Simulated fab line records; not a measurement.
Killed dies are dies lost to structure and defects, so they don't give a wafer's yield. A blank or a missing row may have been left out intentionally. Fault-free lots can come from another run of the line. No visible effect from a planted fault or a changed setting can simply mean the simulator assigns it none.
Which tool did it?    flow n5-finfet    10 lots, 30 wafers sampled, at 5 steps of a route of 1938

== WHAT THE GAUGES READ, wafer by wafer ==
N5_FIN_SAQP_CD_MEAS_27 targets a cd of 20 nm. Usual: 20.36 nm for cd-nm, sd 0.23.
lot   measured     on         cd-nm (nm)         flag
L355  day 2 01:16  cd-sem-02  20.32 20.60 20.35  
L356  day 2 06:28  cd-sem-02  20.50 20.22 19.63  
L358  day 2 17:58  cd-sem-03  20.16 20.38 20.52  
L359  day 3 01:19  cd-sem-03  20.37 20.29 20.62  
L360  day 3 07:59  cd-sem-02  20.24 20.61 20.45  
L365  day 4 12:18  cd-sem-03  20.29 20.45 20.93  
L366  day 4 17:59  cd-sem-01  20.40 20.77 20.25  
L368  day 5 06:05  cd-sem-01  20.31 20.31 20.28  
L377  day 7 13:08  cd-sem-03  20.36 20.11 20.34  
L378  day 7 18:02  cd-sem-02  20.31 20.45 20.09  

N5_FIN_CUT_INSPECT_10: inspects for defects (brightfield). Usual: 43 for raw-defect-count, sd 14.
lot   measured     on                 raw-defect-count  flag
L355  day 2 04:27  defect-inspect-02  33 34 26          
L356  day 2 09:40  defect-inspect-01  32 30 32          
L358  day 2 21:11  defect-inspect-02  32 30 42          
L359  day 3 03:51  defect-inspect-01  36 38 31          
L360  day 3 11:08  defect-inspect-01  41 29 63          
L365  day 4 14:53  defect-inspect-02  58 60 29          
L366  day 4 20:40  defect-inspect-01  33 38 32          
L368  day 5 08:50  defect-inspect-02  36 35 41          
L377  day 7 15:59  defect-inspect-02  61 51 47          
L378  day 7 20:56  defect-inspect-02  27 38 35          

N5_BEOL_M4_RC_MEAS_101. Usual: DIBL_N 36.6 mV/V, standard deviation 1.3; DIBL_P 36.4 mV/V, standard deviation 1.4; IOFF_N 0.167 nA/um, standard deviation 0.023; IOFF_P 0.219 nA/um, standard deviation 0.029; ION_N 678 uA/um, standard deviation 8.7; ION_P 464 uA/um, standard deviation 6.4; SS_N 71.5 mV/dec, standard deviation 0.53; SS_P 73.4 mV/dec, standard deviation 0.57; VT_N 248.5 mV, standard deviation 2.8; VT_P -249 mV, standard deviation 3.1.
lot   measured      on         DIBL_N (mV/V)   DIBL_P (mV/V)   IOFF_N (nA/um)     IOFF_P (nA/um)     ION_N (uA/um)  ION_P (uA/um)  SS_N (mV/dec)   SS_P (mV/dec)   VT_N (mV)          VT_P (mV)       flag
L355  day 8 17:11   prober-01  37.4 37.8 36.8  37.4 37.4 36.8  0.195 0.193 0.171  0.237 0.224 0.216  697 690 683    467 465 465    72.2 70.9 71.2  73.3 72.9 73.5  243.2 245.4 248.1  -248 -249 -250  
L356  day 9 06:21   prober-01  39.7 37.9 37.8  38.0 35.7 35.3  0.211 0.180 0.174  0.267 0.226 0.220  692 686 674    469 469 463    72.4 71.0 71.6  74.2 73.1 72.9  244.7 245.5 247.3  -246 -248 -249  
L358  day 9 01:15   prober-02  35.6 37.3 36.9  34.5 36.0 36.0  0.152 0.181 0.180  0.219 0.244 0.244  676 685 679    470 472 468    71.3 71.9 71.7  73.5 73.3 73.9  247.8 246.9 249.0  -246 -247 -245  
L359  day 9 10:55   prober-02  37.2 37.2 39.4  36.1 35.8 38.8  0.166 0.158 0.219  0.233 0.233 0.279  688 691 702    471 470 477    71.8 71.2 71.9  73.2 73.9 74.0  247.2 246.0 242.7  -245 -245 -246  
L360  day 9 09:05   prober-02  34.3 35.1 36.7  33.1 33.8 35.5  0.125 0.132 0.164  0.212 0.219 0.256  660 673 675    468 475 476    71.6 71.4 73.2  72.4 72.5 72.3  254.0 253.4 249.6  -247 -249 -245  
L365  day 12 19:20  prober-01  34.9 36.6 34.6  34.7 36.5 34.2  0.144 0.170 0.131  0.182 0.208 0.178  674 669 665    460 458 461    71.2 71.6 70.7  72.9 73.3 72.7  250.8 247.6 249.1  -253 -249 -251  
L366  day 11 14:51  prober-01  34.9 34.1 34.5  36.0 34.6 35.8  0.157 0.154 0.158  0.243 0.216 0.238  675 678 681    467 468 472    71.3 71.1 71.1  73.4 72.9 73.4  252.5 248.4 249.7  -242 -246 -247  
L368  day 13 17:03  prober-01  35.5 36.0 36.7  37.1 38.0 38.3  0.165 0.177 0.189  0.201 0.215 0.210  674 673 670    460 457 455    71.6 71.8 72.2  74.1 74.1 74.1  248.2 249.4 247.0  -253 -253 -251  
L377  day 15 22:28  prober-01  38.3 37.2 37.2  39.0 36.4 36.5  0.231 0.193 0.188  0.281 0.235 0.234  704 689 690    477 468 468    71.8 71.3 71.6  74.7 74.4 73.3  242.5 245.3 245.2  -245 -249 -250  
L378  day 15 15:25  prober-02  36.2 36.1 35.8  37.2 36.6 36.3  0.160 0.153 0.151  0.197 0.182 0.179  679 676 679    461 457 460    71.8 71.3 70.9  72.2 72.6 72.6  248.6 251.2 250.6  -252 -250 -252  

== WHICH TOOL RAN EACH LOT (tool, then ch and the chambers of the sampled wafers, then the start) ==
lot   N5_FIN_SAQP_STRIP_77               N5_FIN_CUT_COAT_19
L355  rie-diel-05 ch 2,3, day 2 03:36    litho-track-02 ch 0, day 2 04:05
L356  rie-diel-04 ch 0,1,3, day 2 08:50  litho-track-05 ch 0, day 2 09:19
L358  rie-diel-05 ch 0,3, day 2 20:14    litho-track-02 ch 0, day 2 20:43
L359  rie-diel-01 ch 0,2,3, day 3 03:01  litho-track-02 ch 0, day 3 03:29
L360  rie-diel-05 ch 0,2, day 3 10:10    litho-track-01 ch 0, day 3 10:38
L365  rie-diel-01 ch 0,2,3, day 4 14:03  litho-track-01 ch 0, day 4 14:32
L366  rie-diel-05 ch 0,1,3, day 4 19:43  litho-track-02 ch 0, day 4 20:11
L368  rie-diel-01 ch 0,2, day 5 07:53    litho-track-05 ch 0, day 5 08:22
L377  rie-diel-01 ch 1,2, day 7 15:01    litho-track-02 ch 0, day 7 15:29
L378  rie-diel-05 ch 0,1,3, day 7 20:04  litho-track-02 ch 0, day 7 20:33
- N5_FIN_SAQP_STRIP_77: strips in N2/H2, time 90 s.
- N5_FIN_CUT_COAT_19: time 60 s, resist thk 20 nm.

== WHAT THE TOOLS THEMSELVES READ (means of the sampled wafers that have a number; where no wafer has one, the mark that the record gives instead) ==
N5_FIN_SAQP_STRIP_77. Usual: drypump-motor-current-A 5.9 A, standard deviation 0.49; oes-product-au 0.79 a.u., standard deviation 0.083; rf-vpp-V 45.4 V, standard deviation 0.89; showerhead-plenum-p-Torr 3.42 Torr, standard deviation 0.088; throttle-valve-pct 12.27 %, standard deviation 0.17.
lot   tool         drypump-motor-current-A (A)  oes-product-au (a.u.)  rf-vpp-V (V)  showerhead-plenum-p-Torr (Torr)  throttle-valve-pct (%)  flag
L355  rie-diel-05  6.0                          0.85                   45.2          3.36                             12.23                   
L356  rie-diel-04  6.0                          0.70                   46.2          3.44                             12.41                   
L358  rie-diel-05  5.9                          0.87                   44.9          3.39                             12.16                   
L359  rie-diel-01  5.6                          0.84                   45.5          3.41                             12.15                   
L360  rie-diel-05  5.8                          0.83                   46.3          3.56                             12.26                   
L365  rie-diel-01  5.6                          0.82                   45.0          3.40                             12.17                   
L366  rie-diel-05  6.1                          0.84                   45.3          3.42                             12.17                   
L368  rie-diel-01  5.5                          0.78                   45.2          3.41                             12.13                   
L377  rie-diel-01  5.2                          0.72                   45.5          3.42                             12.33                   
L378  rie-diel-05  6.1                          0.82                   45.3          3.41                             12.23                   

N5_FIN_CUT_COAT_19. Usual: 66.23 s for run-length-s, sd 0.27.
lot   tool            run-length-s (s)  flag
L355  litho-track-02  66.41             
L356  litho-track-05  66.17             
L358  litho-track-02  66.42             
L359  litho-track-02  66.44             
L360  litho-track-01  65.80             
L365  litho-track-01  65.89             
L366  litho-track-02  66.41             
L368  litho-track-05  66.20             
L377  litho-track-02  69.58             OFF
L378  litho-track-02  69.51             OFF

== THE ANSWER, worked out from the rows above alone ==
Rule: a lot is off if the mean of its wafers that have a number lies more than 3 standard deviations from the usual mean. Also off: a lot with no number at a reading for which 4 or more lots have one. Where the step has rows for the other lots, those lots are counted as sound. After the gauges, taken in route order, come the tools' own readings; for these a lot's mean is taken, as printed above. The first step at which some lot is off is used, and at that step the reading that is off furthest; a lot without a number counts as furthest.
Off at N5_FIN_CUT_COAT_19 (run-length-s): L377, L378.
A tool fits if, at that step or a process step before it, it ran every lot that is off, and no sound lot after the first of them. One fits: N5_FIN_CUT_COAT_19 on litho-track-02. Its last sound lot is L366 (day 4 20:11), its first lot that is off L377 (day 7 15:29): a fault that began between those two fits.
The tool's own readings at N5_FIN_CUT_COAT_19 bear it out: on the lots that are off they differ by more than 5 times the standard deviation of the sound lots' means. run-length-s reads 69.55 s there against 66.22 s on the sound lots.

== WHAT HAD BEEN PUT IN BY THE SIMULATOR ==
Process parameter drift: litho-track-02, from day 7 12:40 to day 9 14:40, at N5_FIN_CUT_COAT_19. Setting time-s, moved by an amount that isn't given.
Shown lots that were struck: L377, L378. Same finding as the rule above.
